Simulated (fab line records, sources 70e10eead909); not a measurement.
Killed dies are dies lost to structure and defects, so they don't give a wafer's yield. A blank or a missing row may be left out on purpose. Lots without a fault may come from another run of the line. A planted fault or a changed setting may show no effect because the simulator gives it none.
fab line records | flow nand_harc
record lots=24 wafers=72 last_day=33
route steps=1302 shown P_GATE@156 P_M1@297 P_M2@329
lots that met no fault: from a run of the same line without faults
start_h: hours from the record's first day to the start of the lot's first wafer shown | wait_h: hours since the lot's step before | " the same as in the row above | L1.1+2: a row that stands for several wafers | - no value, or no start given | * or withheld: withheld | < > ~ a bound
route shown NAME@n: a module of which the file shows steps, and the number in the route of the first | usual: mean/standard deviation of fault-free wafers | same: alike in all rows | chamber/n: place in a boat | sites: the reading at each site | _std_site: their standard deviation | _edge_site: outer sites' mean less inner sites' | radius_mm: how far each site lies from the wafer's centre | mask NAME#n: copy n | behind: the tool/chamber that last shaped the wafer | hold: why the lot was held/for how many hours/how that ended | device: the transistor (n, p or np) that didn't switch | end of line: the same wafers' tests at the end of the route | a step without rows: its recipe alone | killed: dies lost to structure and defects at the first sort, not the wafer's yield | map: a wafer's dies, x killed, . not, _ none there
set.NAME: the setting as run; set.NAME@STEP: as run at that earlier step | model.NAME: the simulator's own value behind a step, which no gauge read
steps of the route over a sample of lots; a table a step, a row a wafer
services: from which hour (start_h, from the record's first day; less than 0 if before it) a tool's chamber was out of use, for how many hours, and why
## steps
# step NHARC_P_GATE_ETCHBACK_37
# recipe target_depth_a=345 time_s=17.2 chf3_flow_sccm=50 o2_flow_sccm=10 ar_flow_sccm=200 rf_w=500 bias_w=200 chemistry=CHF3/O2
# usual drypump_motor_current_A=5.7/0.48 oes_product_au=0.95/0.036 rf_vpp_V=370.5/2 showerhead_plenum_p_Torr=2.40/0.08 throttle_valve_pct=20.574/0.0084
# columns lot.wafer tool chamber start_h wait_h drypump_motor_current_A oes_product_au rf_hours_counter_h rf_vpp_V showerhead_plenum_p_Torr throttle_valve_pct
L074.2 rie_diel-04 3 - - 5.9 0.99 5.5 372.1 2.47 20.580
L074.1 " 2 " " 4.7 0.97 6.9 367.5 2.27 20.566
L074.5 " 0 " " 5.7 0.97 - 370.3 2.39 20.574
L075.2 rie_diel-10 2 - - 5.2 0.91 1.0 369.9 2.38 20.586
L075.1 " 3 " " 6.4 0.94 2.0 371.2 2.46 20.576
L075.5 " 0 " " 5.8 0.94 - 373.4 2.45 20.577
L076.1 rie_diel-04 0 - - 5.7 0.92 8.0 370.1 2.38 20.573
L076.3 " 1 " " 6.1 0.94 8.2 372.2 2.51 20.562
L076.6 " 2 " " 4.7 0.92 - 367.5 2.27 20.567
L077.1 rie_diel-04 0 - - 5.7 1.01 8.2 369.7 2.39 20.564
L077.2 " 1 " " 6.1 0.99 8.4 372.2 2.51 20.565
L077.5 " 0 " " 5.7 0.99 - 369.2 2.39 20.585
L078.4 rie_diel-04 2 - - 4.7 0.98 8.4 366.0 2.27 20.579
L078.5 " 2 " " 4.7 0.98 - 367.9 2.27 20.579
L078.6 " 3 " " 5.9 0.99 - 371.5 2.47 20.557
L079.3 rie_diel-04 0 - - 5.7 0.93 8.4 369.1 2.39 20.584
L079.4 " 1 " " 6.2 0.93 8.6 372.2 2.51 20.585
L079.6 " 0 " " 5.7 0.94 - 369.5 2.39 20.554
L080.2 rie_diel-12 3 - - 5.1 0.94 4.2 371.5 2.48 20.579
L080.4 " 0 " " 5.9 0.92 4.5 367.9 2.34 20.575
L080.5 " 0 " " 5.9 0.93 - 368.8 2.34 20.559
L081.2 rie_diel-10 3 - - 6.4 0.95 5.2 372.3 2.46 20.566
L081.4 " 0 " " 5.8 0.94 5.1 372.5 2.45 20.555
L081.5 " 0 " " 5.8 0.93 - 369.7 2.45 20.575
L082.2 rie_diel-10 3 - - 6.3 0.96 5.3 370.9 2.46 20.581
L082.4 " 0 " " 5.8 0.96 - 371.9 2.45 20.583
L082.6 " 3 " " 6.4 0.96 - 371.6 2.46 20.580
L083.2 rie_diel-12 1 - - 5.8 0.92 5.9 369.1 2.34 20.564
L083.3 " 3 " " 5.0 0.91 5.8 373.0 2.48 20.579
L083.5 " 0 " " 5.9 0.92 - 369.9 2.34 20.578
L084.3 rie_diel-04 0 - - 5.7 0.99 1.5 370.3 2.38 20.575
L084.2 " 1 " " 6.1 0.98 1.5 373.3 2.51 20.573
L084.1 " 2 " " 4.7 1.00 2.3 365.7 2.27 20.569
L085.1 rie_diel-10 2 - - 5.2 0.92 7.2 368.6 2.37 20.581
L085.3 " 1 " " 5.7 0.94 7.6 366.9 2.27 20.575
L085.6 " 2 " " 5.2 0.92 - 369.8 2.38 20.576
L086.2 rie_diel-04 2 - - 4.7 0.93 3.0 367.0 2.27 20.563
L086.4 " 0 " " 5.7 0.92 2.5 370.2 2.38 20.566
L086.6 " 2 " " 4.7 0.93 - 367.5 2.27 20.565
L087.1 rie_diel-04 3 - - 5.9 0.92 3.3 373.5 2.47 20.578
L087.2 " 1 " " 6.1 0.91 2.4 373.1 2.51 20.573
L087.6 " 3 " " 5.9 0.92 - 371.2 2.47 20.569
L089.4 rie_diel-10 3 - - 6.3 1.02 0 373.0 2.46 20.571
L089.2 " 2 " " 5.2 1.01 0 370.8 2.38 20.571
L089.5 " 3 " " 6.3 1.01 - 370.5 2.46 20.579
L088.3 rie_diel-04 3 - - 5.9 0.93 4.0 372.0 2.46 20.580
L088.5 " 2 " " 4.7 0.92 - 368.0 2.27 20.589
L088.6 " 3 " " 5.9 0.93 - 371.6 2.47 20.583
L090.3 rie_diel-04 1 - - 6.2 0.91 4.8 372.1 2.51 20.573
L090.2 " 2 " " 4.7 0.94 5.1 367.2 2.27 20.580
L090.1 " 3 " " 5.9 0.93 4.9 372.7 2.46 20.559
L091.3 rie_diel-04 1 - - 6.2 0.91 4.8 373.2 2.51 20.569
L091.2 " 2 " " 4.8 0.95 5.2 365.4 2.27 20.578
L091.6 " 1 " " 6.2 0.91 - 371.6 2.51 20.580
L092.1 rie_diel-10 3 - - 6.3 1.02 2.1 372.4 2.46 20.580
L092.3 " 2 " " 5.2 1.00 1.9 368.6 2.37 20.572
L092.5 " 0 " " 5.8 1.02 - 371.0 2.44 20.574
L093.3 rie_diel-12 3 - - 5.1 0.98 1.2 371.9 2.48 20.575
L093.5 " 0 " " 5.9 0.99 - 368.6 2.34 20.595
L093.6 " 1 " " 5.8 1.03 - 369.3 2.34 20.566
L094.4 rie_diel-12 0 - - 5.9 0.91 1.9 368.3 2.34 20.570
L094.1 " 1 " " 5.8 0.94 2.9 370.2 2.34 20.578
L094.5 " 3 " " 5.1 0.90 - 371.5 2.48 20.581
L095.4 rie_diel-10 3 - - 6.4 0.94 3.1 373.3 2.46 20.563
L095.1 " 0 " " 5.8 0.96 2.5 373.1 2.44 20.570
L095.5 " 3 " " 6.3 0.96 - 373.0 2.46 20.570
L096.4 rie_diel-12 0 - - 5.9 0.91 2.2 370.3 2.34 20.558
L096.6 " 2 " " 5.6 0.92 - 370.1 2.38 20.573
L096.5 " 3 " " 5.1 0.90 - 372.7 2.48 20.577
L097.3 rie_diel-04 1 - - 6.1 0.91 8.6 373.0 2.51 20.574
L097.4 " 2 " " 4.7 0.93 8.8 366.0 2.27 20.576
L097.1 " 3 " " 5.9 0.91 9.7 372.4 2.46 20.575
# step NHARC_P_GATE_CD_MEAS_91
# recipe target_cd_nm=2000 landing_energy_ev=500
# usual cd_nm=2000/3.2
# columns lot.wafer tool chamber start_h wait_h cd_nm
L074.1 cd_sem-02 0 116.65 - 1997
L074.2 " 0 " " 2000
L074.5 " 0 " " 2000
L075.1 cd_sem-02 0 120.01 - 1999
L075.2 " 0 " " 2002
L075.5 " 0 " " 1997
L076.1 cd_sem-02 0 130.04 - 2000
L076.3 " 0 " " 1996
L076.6 " 0 " " 1997
L077.1 cd_sem-01 0 143.14 - 2001
L077.2 " 0 " " 2005
L077.5 " 0 " " 2002
L078.4 cd_sem-01 0 155.19 - 1998
L078.5 " 0 " " 1997
L078.6 " 0 " " 1995
L079.3 cd_sem-01 0 159.91 - 2007
L079.4 " 0 " " 2002
L079.6 " 0 " " 2004
L080.2 cd_sem-01 0 176.90 - 2003
L080.4 " 0 " " 2003
L080.5 " 0 " " 1999
L081.2 cd_sem-03 0 187.25 - 2003
L081.4 " 0 " " 2005
L081.5 " 0 " " 2007
L082.2 cd_sem-03 0 192.34 - 1996
L082.4 " 0 " " 1995
L082.6 " 0 " " 1999
L083.2 cd_sem-01 0 211.09 - 2005
L083.3 " 0 " " 2003
L083.5 " 0 " " 2003
L084.1 cd_sem-02 0 214.71 - 1997
L084.2 " 0 " " 1995
L084.3 " 0 " " 1998
L085.1 cd_sem-02 0 218.63 - 2000
L085.3 " 0 " " 1997
L085.6 " 0 " " 1999
L086.2 cd_sem-02 0 230.23 - 1998
L086.4 " 0 " " 1998
L086.6 " 0 " " 2001
L087.1 cd_sem-03 0 241.46 - 1997
L087.2 " 0 " " 2001
L087.6 " 0 " " 2000
L089.2 cd_sem-02 0 260.21 - 2000
L089.4 " 0 " " 1995
L089.5 " 0 " " 2000
L088.3 cd_sem-02 0 262.81 - 2004
L088.5 " 0 " " 2002
L088.6 " 0 " " 2001
L090.1 cd_sem-03 0 280.24 - 1996
L090.2 " 0 " " 2000
L090.3 " 0 " " 1996
L091.2 cd_sem-03 0 282.57 - 2004
L091.3 " 0 " " 2006
L091.6 " 0 " " 2008
L092.1 cd_sem-03 0 292.07 - 2003
L092.3 " 0 " " 2001
L092.5 " 0 " " 1998
L093.3 cd_sem-03 0 302.10 - 1999
L093.5 " 0 " " 1999
L093.6 " 0 " " 1999
L094.1 cd_sem-02 0 317.68 - 2003
L094.4 " 0 " " 2002
L094.5 " 0 " " 2003
L095.1 cd_sem-03 0 321.46 - 2003
L095.4 " 0 " " 1997
L095.5 " 0 " " 1998
L096.4 cd_sem-03 0 334.65 - 1999
L096.5 " 0 " " 1997
L096.6 " 0 " " 2000
L097.1 cd_sem-03 0 344.22 - 1999
L097.3 " 0 " " 2001
L097.4 " 0 " " 2000
# step NHARC_P_M1_INSPECT_11
# usual raw_defect_count=4/3.1
# columns lot.wafer tool chamber start_h wait_h raw_defect_count
L074.1 defect_inspect-01 - 130.04 0.0 3
L074.2 " - " " 4
L074.5 " - " " 5
L075.1 defect_inspect-01 - 133.17 0.0 2
L075.2 " - " " 7
L075.5 " - " " 4
L076.1 defect_inspect-02 - 143.80 0.0 8
L076.3 " - " " 11
L076.6 " - " " 6
L077.1 defect_inspect-01 - 156.24 0.0 4
L077.2 " - " " 4
L077.5 " - " " 1
L078.4 defect_inspect-01 - 168.15 0.0 5
L078.5 " - " " 2
L078.6 " - " " 1
L079.3 defect_inspect-01 - 173.45 0.0 4
L079.4 " - " " 4
L079.6 " - " " 2
L080.2 defect_inspect-01 - 190.79 0.0 1
L080.4 " - " " 3
L080.5 " - " " 3
L081.2 defect_inspect-02 - 200.56 0.0 6
L081.4 " - " " 5
L081.5 " - " " 1
L082.2 defect_inspect-02 - 205.21 0.0 2
L082.4 " - " " 1
L082.6 " - " " 2
L083.2 defect_inspect-02 - 224.06 0.0 2
L083.3 " - " " 7
L083.5 " - " " 7
L084.1 defect_inspect-02 - 228.38 0.0 2
L084.2 " - " " 7
L084.3 " - " " 3
L085.1 defect_inspect-02 - 231.97 0.0 3
L085.3 " - " " 10
L085.6 " - " " 15
L086.2 defect_inspect-02 - 243.33 0.0 2
L086.4 " - " " 5
L086.6 " - " " 8
L087.1 defect_inspect-02 - 254.82 0.0 2
L087.2 " - " " 2
L087.6 " - " " 1
L089.2 defect_inspect-02 - 273.53 0.0 13
L089.4 " - " " 5
L089.5 " - " " 17
L088.3 defect_inspect-02 - 275.88 0.0 5
L088.5 " - " " 10
L088.6 " - " " 5
L090.1 defect_inspect-01 - 293.33 0.0 6
L090.2 " - " " 4
L090.3 " - " " 9
L091.2 defect_inspect-02 - 295.60 0.0 5
L091.3 " - " " 4
L091.6 " - " " 4
L092.1 defect_inspect-02 - 305.63 0.0 3
L092.3 " - " " 1
L092.5 " - " " 6
L093.3 defect_inspect-01 - 315.16 0.0 5
L093.5 " - " " 3
L093.6 " - " " 3
L094.1 defect_inspect-01 - 330.56 0.0 5
L094.4 " - " " 1
L094.5 " - " " 0
L095.1 defect_inspect-02 - 334.26 0.0 3
L095.4 " - " " 2
L095.5 " - " " 5
L096.4 defect_inspect-01 - 347.70 0.0 5
L096.5 " - " " 10
L096.6 " - " " 5
L097.1 defect_inspect-02 - 357.44 0.0 0
L097.3 " - " " 1
L097.4 " - " " 3
# step NHARC_P_M1_PRE_CLEAN_32
# recipe time_s=12 temp_c=370 rf_power_w=300 gas=NH3
# usual heater_power_w=643/58
# columns lot.wafer tool chamber start_h wait_h heater_power_w
L074.2 pecvd-04 1 132.74 0.1 750
L074.1 " 2 " " 748
L074.5 " 1 " " 766
L075.2 pecvd-04 2 135.88 0.1 702
L075.1 " 0 " " 621
L075.5 " 1 " " 759
L076.3 pecvd-01 2 147.63 0.1 583
L076.1 " 0 " " 572
L076.6 " 0 " " 566
L077.2 pecvd-04 0 158.95 0.1 682
L077.1 " 2 " " 694
L077.5 " 2 " " 675
L078.4 pecvd-03 2 170.92 0.1 636
L078.6 " 0 " " 596
L078.5 " 1 " " 647
L079.3 pecvd-01 0 176.18 0.1 532
L079.4 " 2 " " 599
L079.6 " 0 " " 551
L080.2 pecvd-04 2 193.50 0.1 686
L080.5 " 1 " " 686
L080.4 " 0 " " 695
L081.2 pecvd-03 2 203.25 0.1 654
L081.5 " 2 " " 668
L081.4 " 1 " " 719
L082.2 pecvd-01 0 208.94 0.1 601
L082.4 " 0 " " 601
L082.6 " 2 " " 545
L083.2 pecvd-01 0 226.76 0.1 593
L083.3 " 1 " " 554
L083.5 " 2 " " 538
L084.2 pecvd-01 2 231.09 0.1 624
L084.3 " 0 " " 542
L084.1 " 1 " " 543
L085.3 pecvd-04 2 234.75 0.1 674
L085.1 " 0 " " 691
L085.6 " 2 " " 672
L086.2 pecvd-01 0 246.03 0.1 590
L086.4 " 2 " " 584
L086.6 " 1 " " 622
L087.2 pecvd-03 0 257.53 0.1 663
L087.1 " 2 " " 709
L087.6 " 1 " " 715
L089.2 pecvd-03 0 276.23 0.1 579
L089.5 " 2 " " 724
L089.4 " 0 " " 563
L088.3 pecvd-01 1 278.60 0.1 638
L088.5 " 0 " " 595
L088.6 " 1 " " 638
L090.2 pecvd-03 1 296.02 0.1 689
L090.1 " 2 " " 675
L090.3 " 0 " " 683
L091.3 pecvd-04 0 298.33 0.1 594
L091.2 " 2 " " 671
L091.6 " 2 " " 700
L092.3 pecvd-04 2 308.42 0.1 629
L092.1 " 0 " " 705
L092.5 " 2 " " 629
L093.3 pecvd-04 2 317.87 0.1 645
L093.6 " 1 " " 645
L093.5 " 0 " " 724
L094.1 pecvd-04 2 333.31 0.1 592
L094.5 " 2 " " 595
L094.4 " 0 " " 686
L095.1 pecvd-03 1 337.00 0.1 705
L095.4 " 2 " " 684
L095.5 " 0 " " 641
L096.4 pecvd-03 2 350.44 0.1 673
L096.6 " 0 " " 637
L096.5 " 1 " " 716
L097.3 pecvd-01 0 360.48 0.1 603
L097.1 " 1 " " 568
L097.4 " 2 " " 624
# step NHARC_P_M2_OVL_MEAS_10
# recipe pitch_nm=340
# usual overlay_x_nm=-0.1/0.61 overlay_y_nm=0.1/0.89
# columns lot.wafer tool chamber start_h wait_h overlay_x_nm overlay_y_nm
L074.1 overlay-02 - 134.13 - 0.8 0.5
L074.2 " - " " 0.6 0.2
L074.5 " - " " 1.1 0.3
L075.1 overlay-02 - 137.28 - -0.1 0.5
L075.2 " - " " 0.0 0.4
L075.5 " - " " 0.2 -0.1
L076.1 overlay-02 - 148.91 - 0.6 -0.4
L076.3 " - " " 1.0 -0.2
L076.6 " - " " 0.5 -0.6
L077.1 overlay-02 - 160.37 - 0.2 0.3
L077.2 " - " " 0.2 -0.4
L077.5 " - " " 0.5 0.6
L078.4 overlay-02 - 172.30 - 0.1 0.7
L078.5 " - " " -0.1 0.1
L078.6 " - " " -0.6 0.2
L079.3 overlay-02 - 177.45 - -0.6 -1.0
L079.4 " - " " -0.4 -1.1
L079.6 " - " " -0.2 -0.4
L080.2 overlay-01 - 194.91 - -0.5 0.3
L080.4 " - " " -0.3 0.7
L080.5 " - " " -0.3 0.5
L081.2 overlay-02 - 204.66 - -0.1 -0.4
L081.4 " - " " 0.0 0.7
L081.5 " - " " -0.1 0.2
L082.2 overlay-01 - 210.35 - -0.3 0.0
L082.4 " - " " 0.1 -0.3
L082.6 " - " " 0.0 -0.4
L083.2 overlay-01 - 228.10 - 0.0 2.3
L083.3 " - " " -0.4 2.5
L083.5 " - " " 0.1 1.9
L084.1 overlay-01 - 232.36 - -1.0 1.2
L084.2 " - " " -0.8 1.4
L084.3 " - " " -1.0 1.1
L085.1 overlay-02 - 236.15 - -0.6 -2.4
L085.3 " - " " -0.7 -1.8
L085.6 " - " " -1.3 -2.4
L086.2 overlay-01 - 247.43 - 1.2 0.0
L086.4 " - " " 0.2 0.0
L086.6 " - " " 0.2 -0.1
L087.1 overlay-01 - 258.94 - 0.3 1.4
L087.2 " - " " 0.7 0.9
L087.6 " - " " 0.6 1.2
L089.2 overlay-02 - 277.63 - -0.8 0.9
L089.4 " - " " 0.6 0.8
L089.5 " - " " 0.1 0.5
L088.3 overlay-01 - 280.03 - -0.5 -0.5
L088.5 " - " " -0.4 -0.2
L088.6 " - " " 0.3 -0.3
L090.1 overlay-02 - 297.43 - -0.6 1.2
L090.2 " - " " -1.0 0.6
L090.3 " - " " -0.6 0.5
L091.2 overlay-01 - 299.74 - -0.4 0.3
L091.3 " - " " -0.7 0.7
L091.6 " - " " -1.0 0.6
L092.1 overlay-01 - 309.83 - 0.9 -1.0
L092.3 " - " " 0.1 -1.0
L092.5 " - " " 0.5 -1.0
L093.3 overlay-02 - 319.15 - -0.7 0.7
L093.5 " - " " -0.7 1.0
L093.6 " - " " -1.2 0.6
L094.1 overlay-02 - 334.58 - 0.0 -1.5
L094.4 " - " " 0.1 -0.9
L094.5 " - " " -0.1 -1.1
L095.1 overlay-01 - 338.40 - 0.3 0.1
L095.4 " - " " 0.3 0.9
L095.5 " - " " 0.8 0.5
L096.4 overlay-02 - 351.69 - -0.9 -0.2
L096.5 " - " " -0.2 0.0
L096.6 " - " " -0.9 -0.1
L097.1 overlay-02 - 361.89 - -0.4 -0.5
L097.3 " - " " 0.0 0.1
L097.4 " - " " -0.6 -0.2
# step NHARC_P_M2_ETCH_15
# recipe target_depth_a=1825 time_s=91.2 c4f8_flow_sccm=withheld ar_flow_sccm=400 rf_w=600 bias_w=300 chemistry=C4F8/Ar
# usual oes_product_au=0.935/0.019 rf_vpp_V=439.5/2.1
# columns lot.wafer tool chamber start_h wait_h oes_product_au rf_hours_counter_h rf_vpp_V
L074.2 rie_diel-04 0 - - 0.919 8.0 441.3
L074.1 " 3 " " 0.931 6.7 443.5
L074.5 " 1 " " 0.922 - 443.6
L075.2 rie_diel-04 0 - - 0.920 8.1 439.3
L075.1 " 1 " " 0.924 8.4 443.1
L075.5 " 2 " " 0.912 - 438.0
L076.3 rie_diel-10 2 - - 0.914 1.7 439.5
L076.1 " 0 " " 0.928 2.8 441.9
L076.6 " 2 " " 0.905 - 439.5
L077.2 rie_diel-10 3 - - 0.933 2.8 441.9
L077.1 " 0 " " 0.930 2.9 442.3
L077.5 " 1 " " 0.908 - 437.5
L078.4 rie_diel-08 0 - - 0.942 8.9 439.1
L078.5 " 2 " " 0.931 - 437.2
L078.6 " 3 " " 0.935 - 438.6
L079.4 rie_diel-08 1 - - 0.962 9.3 439.1
L079.3 " 3 " " 0.945 8.6 439.8
L079.6 " 0 " " 0.960 - 439.4
L080.2 rie_diel-04 2 - - 0.956 0.4 435.6
L080.4 " 3 " " 0.958 - 442.5
L080.5 " 0 " " 0.963 - 439.8
L081.4 rie_diel-10 1 - - 0.910 6.9 437.2
L081.2 " 0 " " 0.932 6.0 440.7
L081.5 " 2 " " 0.896 - 438.5
L082.2 rie_diel-08 0 - - 0.958 0.6 438.4
L082.4 " 1 " " 0.954 0.4 440.7
L082.6 " 3 " " 0.964 - 440.3
L083.2 rie_diel-04 0 - - 0.924 2.5 441.0
L083.3 " 2 " " 0.939 3.1 436.4
L083.5 " 3 " " 0.930 - 442.9
L084.1 rie_diel-08 1 - - 0.927 1.4 439.6
L084.2 " 2 " " 0.919 1.3 438.5
L084.3 " 3 " " 0.951 1.6 439.3
L085.1 rie_diel-04 1 - - 0.915 2.4 443.0
L085.3 " 3 " " 0.932 3.3 443.3
L085.6 " 1 " " 0.902 - 443.0
L086.2 rie_diel-08 0 - - 0.943 2.3 438.3
L086.4 " 3 " " 0.968 2.3 438.6
L086.6 " 1 " " 0.956 - 440.7
L087.2 rie_diel-08 0 - - 0.963 3.0 439.0
L087.1 " 1 " " 0.978 2.9 439.1
L087.6 " 2 " " 0.938 - 438.0
L089.2 rie_diel-08 0 - - 0.938 4.0 438.3
L089.4 " 1 " " 0.943 3.6 442.0
L089.5 " 3 " " 0.957 - 439.4
L088.3 rie_diel-10 1 - - 0.930 1.3 436.8
L088.5 " 1 " " 0.937 - 438.5
L088.6 " 2 " " 0.917 - 439.2
L090.3 rie_diel-10 1 - - 0.942 1.6 437.6
L090.1 " 2 " " 0.929 2.2 438.3
L090.2 " 3 " " 0.926 2.6 442.6
L091.2 rie_diel-04 1 - - 0.916 5.8 443.7
L091.3 " 2 " " 0.947 6.0 437.1
L091.6 " 2 " " 0.949 - 436.3
L092.1 rie_diel-08 1 - - 0.949 4.8 441.1
L092.3 " 3 " " 0.973 5.0 439.0
L092.5 " 2 " " 0.965 - 436.5
L093.3 rie_diel-08 2 - - 0.916 4.7 437.8
L093.6 " 1 " " 0.916 - 439.3
L093.5 " 2 " " 0.909 - 438.0
L094.4 rie_diel-08 1 - - 0.950 5.7 441.0
L094.1 " 0 " " 0.972 5.9 439.8
L094.5 " 1 " " 0.955 - 441.3
L095.1 rie_diel-10 0 - - 0.949 4.3 442.0
L095.4 " 3 " " 0.939 4.4 440.8
L095.5 " 0 " " 0.947 - 440.9
L096.4 rie_diel-08 2 - - 0.918 6.1 437.5
L096.5 " 2 " " 0.909 - 437.0
L096.6 " 3 " " 0.921 - 438.7
L097.3 rie_diel-08 1 - - 0.930 6.7 438.9
L097.4 " 2 " " 0.907 6.5 437.2
L097.1 " 0 " " 0.908 7.0 439.1
## services
# columns tool chamber start_h hours kind
pecvd-04 - 88.52 13.0 pm
rie_diel-04 3 92.06 7.0 repair
rie_diel-04 - 109.32 0.6 repair
rie_diel-08 1 109.45 2.5 repair
rie_diel-04 3 119.95 3.8 repair
pecvd-01 - 130.07 13.0 pm
rie_diel-10 0 144.11 3.7 repair
pecvd-03 - 171.81 2.4 repair
rie_diel-10 0 172.89 3.9 repair
rie_diel-04 - 177.97 9.0 pm
pecvd-01 0 184.37 8.9 repair
rie_diel-10 1 186.70 1.3 repair
rie_diel-08 - 190.85 9.0 pm
rie_diel-04 1 191.70 5.2 repair
pecvd-01 - 213.58 1.0 repair
pecvd-04 2 216.04 6.3 repair
rie_diel-10 - 242.50 9.0 pm
pecvd-04 - 269.52 13.0 pm
rie_diel-10 - 290.26 1.4 repair
rie_diel-04 0 298.71 7.4 repair
pecvd-01 - 311.07 13.0 pm
rie_diel-04 1 339.61 9.7 repair
rie_diel-10 0 346.67 3.2 repair
rie_diel-04 - 354.97 9.0 pm
## key
fault none
